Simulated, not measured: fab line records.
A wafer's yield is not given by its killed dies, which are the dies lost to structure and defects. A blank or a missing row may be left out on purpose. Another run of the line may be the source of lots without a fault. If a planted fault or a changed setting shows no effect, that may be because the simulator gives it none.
Chamber matching :: flow n5_finfet :: 4 sister chambers for N5_HKMG_FIN_STRIP_89 on rie_diel-02
The step strips SOC in N2/H2, time 20 s. 20 wafers are shown with their chamber, then 10 later ones without.

== WAFERS WITH THEIR CHAMBER ==
wafer: L074.4
chamber: 0
drypump_motor_current_A (A): 5.8
showerhead_plenum_p_Torr (Torr): 3.46
throttle_valve_pct (%): 18.62

wafer: L074.5
chamber: 0
drypump_motor_current_A (A): 5.8
showerhead_plenum_p_Torr (Torr): 3.46
throttle_valve_pct (%): 18.63

wafer: L074.6
chamber: 1
drypump_motor_current_A (A): 5.6
showerhead_plenum_p_Torr (Torr): 3.43
throttle_valve_pct (%): 18.30

wafer: L075.2
chamber: 0
drypump_motor_current_A (A): 5.8
showerhead_plenum_p_Torr (Torr): 3.46
throttle_valve_pct (%): 18.64

wafer: L075.3
chamber: 1
drypump_motor_current_A (A): 5.6
showerhead_plenum_p_Torr (Torr): 3.43
throttle_valve_pct (%): 18.32

wafer: L075.4
chamber: 3
drypump_motor_current_A (A): 4.7
showerhead_plenum_p_Torr (Torr): 3.27
throttle_valve_pct (%): 18.63

wafer: L076.1
chamber: 2
drypump_motor_current_A (A): 5.8
showerhead_plenum_p_Torr (Torr): 3.57
throttle_valve_pct (%): 18.89

wafer: L076.3
chamber: 0
drypump_motor_current_A (A): 5.8
showerhead_plenum_p_Torr (Torr): 3.46
throttle_valve_pct (%): 18.62

wafer: L076.4
chamber: 1
drypump_motor_current_A (A): 5.6
showerhead_plenum_p_Torr (Torr): 3.42
throttle_valve_pct (%): 18.31

wafer: L077.2
chamber: 2
drypump_motor_current_A (A): 5.8
showerhead_plenum_p_Torr (Torr): 3.57
throttle_valve_pct (%): 18.90

wafer: L077.4
chamber: 1
drypump_motor_current_A (A): 5.6
showerhead_plenum_p_Torr (Torr): 3.42
throttle_valve_pct (%): 18.33

wafer: L077.5
chamber: 2
drypump_motor_current_A (A): 5.8
showerhead_plenum_p_Torr (Torr): 3.57
throttle_valve_pct (%): 18.90

wafer: L078.1
chamber: 1
drypump_motor_current_A (A): 5.6
showerhead_plenum_p_Torr (Torr): 3.42
throttle_valve_pct (%): 18.32

wafer: L078.2
chamber: 2
drypump_motor_current_A (A): 5.8
showerhead_plenum_p_Torr (Torr): 3.57
throttle_valve_pct (%): 18.91

wafer: L078.4
chamber: 0
drypump_motor_current_A (A): 5.9
showerhead_plenum_p_Torr (Torr): 3.46
throttle_valve_pct (%): 18.65

wafer: L080.1
chamber: 0
drypump_motor_current_A (A): 5.8
showerhead_plenum_p_Torr (Torr): 3.45
throttle_valve_pct (%): 18.66

wafer: L080.5
chamber: 1
drypump_motor_current_A (A): 5.6
showerhead_plenum_p_Torr (Torr): 3.42
throttle_valve_pct (%): 18.33

wafer: L080.6
chamber: 0
drypump_motor_current_A (A): 5.9
showerhead_plenum_p_Torr (Torr): 3.45
throttle_valve_pct (%): 18.67

wafer: L081.2
chamber: 0
drypump_motor_current_A (A): 5.8
showerhead_plenum_p_Torr (Torr): 3.45
throttle_valve_pct (%): 18.67

wafer: L081.3
chamber: 2
drypump_motor_current_A (A): 5.8
showerhead_plenum_p_Torr (Torr): 3.56
throttle_valve_pct (%): 18.93

SIGNATURES (means of the wafers above)
reading: drypump_motor_current_A
chamber 0: 5.825
chamber 1: 5.600
chamber 2: 5.800
chamber 3: 4.700
scatter within a chamber: 0.0306

reading: showerhead_plenum_p_Torr
chamber 0: 3.4562
chamber 1: 3.4233
chamber 2: 3.5680
chamber 3: 3.2700
scatter within a chamber: 0.00501

reading: throttle_valve_pct
chamber 0: 18.6450
chamber 1: 18.3183
chamber 2: 18.9060
chamber 3: 18.6300
scatter within a chamber: 0.017
Rule: a wafer lies at a distance from a chamber equal to the root of the sum of squares, over the readings, of (its reading less the chamber's mean, divided by the reading's scatter). The wafer belongs to the nearest chamber; if the next one is less than 2 further off, it can't be placed. The scatter is the square root of a quotient: the sum, over the shown wafers, of each reading's squared deviation from its chamber's mean, divided by wafers minus chambers.

== WAFERS WHOSE CHAMBER IS MISSING ==
wafer: L081.5
drypump_motor_current_A (A): 5.8
showerhead_plenum_p_Torr (Torr): 3.56
throttle_valve_pct (%): 18.92

wafer: L082.1
drypump_motor_current_A (A): 5.8
showerhead_plenum_p_Torr (Torr): 3.56
throttle_valve_pct (%): 18.94

wafer: L082.4
drypump_motor_current_A (A): 5.9
showerhead_plenum_p_Torr (Torr): 3.45
throttle_valve_pct (%): 18.67

wafer: L082.6
drypump_motor_current_A (A): 4.7
showerhead_plenum_p_Torr (Torr): 3.26
throttle_valve_pct (%): 18.66

wafer: L093.2
drypump_motor_current_A (A): 5.8
showerhead_plenum_p_Torr (Torr): 3.55
throttle_valve_pct (%): 18.98

wafer: L093.4
drypump_motor_current_A (A): 5.8
showerhead_plenum_p_Torr (Torr): 3.44
throttle_valve_pct (%): 18.70

wafer: L093.6
drypump_motor_current_A (A): 5.8
showerhead_plenum_p_Torr (Torr): 3.44
throttle_valve_pct (%): 18.71

wafer: L096.1
drypump_motor_current_A (A): 5.9
showerhead_plenum_p_Torr (Torr): 3.43
throttle_valve_pct (%): 18.72

wafer: L096.2
drypump_motor_current_A (A): 4.7
showerhead_plenum_p_Torr (Torr): 3.25
throttle_valve_pct (%): 18.72

wafer: L096.6
drypump_motor_current_A (A): 5.8
showerhead_plenum_p_Torr (Torr): 3.43
throttle_valve_pct (%): 18.71

== CHAMBER TAKEN BY EACH ==
wafer: L081.5
from the rows above: 2
in truth: 2

wafer: L082.1
from the rows above: 2
in truth: 2

wafer: L082.4
from the rows above: 0
in truth: 0

wafer: L082.6
from the rows above: 3
in truth: 3

wafer: L093.2
from the rows above: 2
in truth: 2

wafer: L093.4
from the rows above: 0
in truth: 0

wafer: L093.6
from the rows above: 0
in truth: 0

wafer: L096.1
from the rows above: 0
in truth: 0

wafer: L096.2
from the rows above: 3
in truth: 3

wafer: L096.6
from the rows above: 0
in truth: 0
Correctly placed: 10 of 10. Number that these rows cannot place: 0. 0 placed wrongly.
